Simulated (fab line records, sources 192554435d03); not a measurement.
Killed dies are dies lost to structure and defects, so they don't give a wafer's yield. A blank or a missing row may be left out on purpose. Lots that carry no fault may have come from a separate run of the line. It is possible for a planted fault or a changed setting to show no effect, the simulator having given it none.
Split-lot study || flow n5 finfet || 21 wafers read from 7 lots, route of 1938 steps

== THE SPLIT ==
At N5_BEOL_M4_COAT_22 (resist thk 30 nm), the setting spin rpm was moved away from the recipe's 1500 rpm on 8 of the 21 wafers read, by -5.3% to +10.2%. This setting was run at the recipe's value on the other wafers.

== FROM THE SPLIT TO THE READING: what the file shows between them, 4 steps ==
- N5_BEOL_M4_EBR_24
- N5_BEOL_M4_SOFTBAKE_23: time 60 s
- N5_BEOL_M4_EXPOSE_25: exposes mask V3, defocus 5 nm
- N5_BEOL_M4_PEB_26: peb time 60 s

== THE READING ==
CAR-EUV_of_BEOL_M4_COAT_22.thk nm (the simulator's own value, which no gauge read), in nm, at N5_BEOL_M4_DEVELOP_27 (develop time 30 s). The file gives no usual value for it.

{"wafer": "L075.1", "tool, chamber at the split": "litho track-05, 0", "spin rpm as run, rpm": 1420, "against the recipe": "-5.3%", "CAR-EUV_of_BEOL_M4_COAT_22.thk nm, nm": 30.4, "against lot-mates on the recipe": "+0.8"}
{"wafer": "L075.2", "tool, chamber at the split": "litho track-05, 0", "spin rpm as run, rpm": 1500, "against the recipe": "recipe", "CAR-EUV_of_BEOL_M4_COAT_22.thk nm, nm": 29.6, "against lot-mates on the recipe": "-"}
{"wafer": "L075.3", "tool, chamber at the split": "litho track-05, 0", "spin rpm as run, rpm": 1500, "against the recipe": "recipe", "CAR-EUV_of_BEOL_M4_COAT_22.thk nm, nm": 29.6, "against lot-mates on the recipe": "-"}
{"wafer": "L076.2", "tool, chamber at the split": "litho track-03, 0", "spin rpm as run, rpm": 1578, "against the recipe": "+5.2%", "CAR-EUV_of_BEOL_M4_COAT_22.thk nm, nm": 28.8, "against lot-mates on the recipe": "no lot-mate on the recipe"}
{"wafer": "L076.3", "tool, chamber at the split": "litho track-03, 0", "spin rpm as run, rpm": 1578, "against the recipe": "+5.2%", "CAR-EUV_of_BEOL_M4_COAT_22.thk nm, nm": 28.8, "against lot-mates on the recipe": "no lot-mate on the recipe"}
{"wafer": "L076.6", "tool, chamber at the split": "litho track-03, 0", "spin rpm as run, rpm": 1578, "against the recipe": "+5.2%", "CAR-EUV_of_BEOL_M4_COAT_22.thk nm, nm": 28.8, "against lot-mates on the recipe": "no lot-mate on the recipe"}
{"wafer": "L077.1", "tool, chamber at the split": "litho track-04, 0", "spin rpm as run, rpm": 1634, "against the recipe": "+8.9%", "CAR-EUV_of_BEOL_M4_COAT_22.thk nm, nm": 28.4, "against lot-mates on the recipe": -1.2}
{"wafer": "L077.5", "tool, chamber at the split": "litho track-04, 0", "spin rpm as run, rpm": 1500, "against the recipe": "recipe", "CAR-EUV_of_BEOL_M4_COAT_22.thk nm, nm": 29.6, "against lot-mates on the recipe": "-"}
{"wafer": "L077.6", "tool, chamber at the split": "litho track-04, 0", "spin rpm as run, rpm": 1500, "against the recipe": "recipe", "CAR-EUV_of_BEOL_M4_COAT_22.thk nm, nm": 29.6, "against lot-mates on the recipe": "-"}
{"wafer": "L080.1", "tool, chamber at the split": "litho track-03, 0", "spin rpm as run, rpm": 1500, "against the recipe": "recipe", "CAR-EUV_of_BEOL_M4_COAT_22.thk nm, nm": 29.6, "against lot-mates on the recipe": "-"}
{"wafer": "L080.3", "tool, chamber at the split": "litho track-03, 0", "spin rpm as run, rpm": 1500, "against the recipe": "recipe", "CAR-EUV_of_BEOL_M4_COAT_22.thk nm, nm": 29.6, "against lot-mates on the recipe": "-"}
{"wafer": "L080.6", "tool, chamber at the split": "litho track-03, 0", "spin rpm as run, rpm": 1500, "against the recipe": "recipe", "CAR-EUV_of_BEOL_M4_COAT_22.thk nm, nm": 29.6, "against lot-mates on the recipe": "-"}
{"wafer": "L081.4", "tool, chamber at the split": "litho track-03, 0", "spin rpm as run, rpm": 1500, "against the recipe": "recipe", "CAR-EUV_of_BEOL_M4_COAT_22.thk nm, nm": 29.6, "against lot-mates on the recipe": "-"}
{"wafer": "L081.5", "tool, chamber at the split": "litho track-03, 0", "spin rpm as run, rpm": 1500, "against the recipe": "recipe", "CAR-EUV_of_BEOL_M4_COAT_22.thk nm, nm": 29.6, "against lot-mates on the recipe": "-"}
{"wafer": "L081.6", "tool, chamber at the split": "litho track-03, 0", "spin rpm as run, rpm": 1500, "against the recipe": "recipe", "CAR-EUV_of_BEOL_M4_COAT_22.thk nm, nm": 29.6, "against lot-mates on the recipe": "-"}
{"wafer": "L084.1", "tool, chamber at the split": "litho track-04, 0", "spin rpm as run, rpm": 1649, "against the recipe": "+9.9%", "CAR-EUV_of_BEOL_M4_COAT_22.thk nm, nm": 28.4, "against lot-mates on the recipe": -1.2}
{"wafer": "L084.5", "tool, chamber at the split": "litho track-04, 0", "spin rpm as run, rpm": 1500, "against the recipe": "recipe", "CAR-EUV_of_BEOL_M4_COAT_22.thk nm, nm": 29.6, "against lot-mates on the recipe": "-"}
{"wafer": "L084.6", "tool, chamber at the split": "litho track-04, 0", "spin rpm as run, rpm": 1500, "against the recipe": "recipe", "CAR-EUV_of_BEOL_M4_COAT_22.thk nm, nm": 29.6, "against lot-mates on the recipe": "-"}
{"wafer": "L092.2", "tool, chamber at the split": "litho track-04, 0", "spin rpm as run, rpm": 1653, "against the recipe": "+10.2%", "CAR-EUV_of_BEOL_M4_COAT_22.thk nm, nm": 28.2, "against lot-mates on the recipe": -1.4}
{"wafer": "L092.4", "tool, chamber at the split": "litho track-04, 0", "spin rpm as run, rpm": 1653, "against the recipe": "+10.2%", "CAR-EUV_of_BEOL_M4_COAT_22.thk nm, nm": 28.2, "against lot-mates on the recipe": -1.4}
{"wafer": "L092.3", "tool, chamber at the split": "litho track-04, 0", "spin rpm as run, rpm": 1500, "against the recipe": "recipe", "CAR-EUV_of_BEOL_M4_COAT_22.thk nm, nm": 29.6, "against lot-mates on the recipe": "-"}

THE FIT
A straight line over all 21 wafers: CAR-EUV_of_BEOL_M4_COAT_22.thk nm changes by -0.137 nm for each +1% of spin rpm; r = -1.00; the points scatter about the line by 0.053 nm.
The same after taking each lot's own level away (the mean of its wafers on the recipe; 18 wafers): -0.134 nm for each +1%; r = -1.00; scatter 0.04 nm.
That fit puts the effect of the largest move of spin rpm on the reading at 1.4 nm.
The lots' own levels span 29.60 to 29.60 nm.
The two slopes agree, so the slope changes little with the lot-to-lot level.
Check: with one of the wafers moved furthest among these (+10.2%) left out of the fit, the line predicts -1.35 nm for it against its lot-mates. It came out at -1.4 nm against them.

== THE WHOLE CHAIN: every reading that the file lists as answering this split, in the file's order ==
{"step": "N5_BEOL_M4_COAT_22", "what it does": "resist thk 30 nm", "reading": "CAR-EUV_of_BEOL_M4_COAT_22.thk nm (the simulator's own value, which no gauge read)", "change (the file's fit)": "-0.143 nm for each +1% of the setting", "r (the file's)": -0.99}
{"step": "N5_BEOL_M4_DEVELOP_27", "what it does": "develop time 30 s", "reading": "CAR-EUV_of_BEOL_M4_COAT_22.thk nm (the simulator's own value, which no gauge read)", "change (the file's fit)": "-0.132 nm for each +1% of the setting", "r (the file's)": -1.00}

== THE FILE'S OWN FIT ==
CAR-EUV_of_BEOL_M4_COAT_22.thk nm changes by -0.132 nm for each +1% of spin rpm, r = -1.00.
